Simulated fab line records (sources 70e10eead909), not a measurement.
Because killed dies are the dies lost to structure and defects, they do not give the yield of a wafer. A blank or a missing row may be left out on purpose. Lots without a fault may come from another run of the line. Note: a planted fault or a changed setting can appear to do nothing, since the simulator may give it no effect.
Which tool was responsible? -- flow nand harc -- 31 wafers from 11 lots sampled at 4 of the route's 1302 steps

## WHAT THE GAUGES SHOWED, per wafer
NHARC_A_CHANNEL_HOLE_D1_INSPECT_40.
lot,measured,on,raw defect count
L542,day 9 00:41,defect inspect-01,108 92 110
L541,day 9 01:19,defect inspect-01,54 25 37
L543,day 9 11:55,defect inspect-01,44 61 52
L544,day 10 06:59,defect inspect-01,39 52 38
L553,day 13 18:50,defect inspect-02,391 389
L558,day 16 02:12,defect inspect-02,90 80 77
L560,day 16 13:24,defect inspect-01,83 110 70
L561,day 17 00:14,defect inspect-02,55 67 65
L562,day 17 13:56,defect inspect-02,60 69 62
L563,day 17 19:20,defect inspect-01,86 62 38
L564,day 18 09:29,defect inspect-02,60 70 63

## EACH LOT AND THE TOOL THAT RAN IT (in order: tool; ch and the chambers of the sampled wafers; start)
lot,NHARC_A_CHANNEL_HOLE_D1_ETCH_38,NHARC_A_CHANNEL_HOLE_D1_ETCH_34,NHARC_A_CHANNEL_HOLE_D1_ETCH_44
L542,"rie diel-08 ch 1,3, day 8 16:49","rie diel-08 ch 1,2, day 8 17:10","rie diel-09 ch 2,3, day 8 23:41"
L541,"rie diel-08 ch 0,1, day 8 17:38","rie diel-08 ch 0,2,3, day 8 17:59","rie diel-09 ch 0,1,3, day 9 00:20"
L543,"rie diel-09 ch 0,2,3, day 9 05:00","rie diel-09 ch 0,1,2, day 9 05:26","rie diel-08 ch 0,2,3, day 9 10:56"
L544,"rie diel-09 ch 0,2,3, day 9 21:26","rie diel-09 ch 0,2,3, day 9 21:46","rie diel-08 ch 0,1,2, day 10 05:58"
L553,"rie diel-08 ch 2, day 13 12:03","rie diel-08 ch 0, day 13 12:23","rie diel-08 ch 1, day 13 17:52"
L558,"rie diel-03 ch 1,2,3, day 15 09:44","rie diel-03 ch 0,2,3, day 15 10:05","rie diel-08 ch 0,2,3, day 16 01:13"
L560,"rie diel-09 ch 0,1,2, day 16 05:49","rie diel-09 ch 2,3, day 16 06:09","rie diel-03 ch 0,1, day 16 12:05"
L561,"rie diel-08 ch 1,2, day 16 17:21","rie diel-08 ch 1,3, day 16 17:41","rie diel-03 ch 1,2, day 16 23:14"
L562,"rie diel-09 ch 1,2,3, day 17 04:57","rie diel-09 ch 0,1,3, day 17 05:17","rie diel-08 ch 1,3, day 17 12:57"
L563,"rie diel-08 ch 0,2, day 17 09:40","rie diel-08 ch 0,2,3, day 17 10:01","rie diel-08 ch 0,1,2, day 17 18:22"
L564,"rie diel-09 ch 2,3, day 18 02:39","rie diel-09 ch 1,2,3, day 18 02:59","rie diel-08 ch 0,2, day 18 08:29"
- NHARC_A_CHANNEL_HOLE_D1_ETCH_38: etches the open film in CF4, target depth 39 nm, time 65 s.
- NHARC_A_CHANNEL_HOLE_D1_ETCH_34: etches the open film in CF4/CHF3, target depth 154 nm, time 77 s.
- NHARC_A_CHANNEL_HOLE_D1_ETCH_44: etches the open film in CF4/O2, target depth 140 nm, overetch 14 nm, time 77 s.

## THE ANSWER, worked out from the rows above alone
Rule: the lots themselves supply what counts as usual. The widest of any qualifying gaps counts: lots, ordered by their means at a reading, are off when they make up no more than a third of the lots, leave a main group of 4 or more, and stand apart from it by 3 or more times the standard deviation of that group's means. If all means in a main group match to the digits the tables above print for the reading, that group is not used. Also off: a lot with no number at a reading for which 4 or more lots have one. Any other lot the step has rows for is counted as sound.
Off, at NHARC_A_CHANNEL_HOLE_D1_INSPECT_40 on raw defect count: L553. Main group: mean 66, sd 19.
A tool fits if, at a process step before that reading, it ran every lot that is off, and no sound lot after the first of them. The gauges at NHARC_A_CHANNEL_HOLE_D1_INSPECT_40 are tried like those tools. No candidate that was tried fits.

## WHAT THE SIMULATOR HAD INSERTED
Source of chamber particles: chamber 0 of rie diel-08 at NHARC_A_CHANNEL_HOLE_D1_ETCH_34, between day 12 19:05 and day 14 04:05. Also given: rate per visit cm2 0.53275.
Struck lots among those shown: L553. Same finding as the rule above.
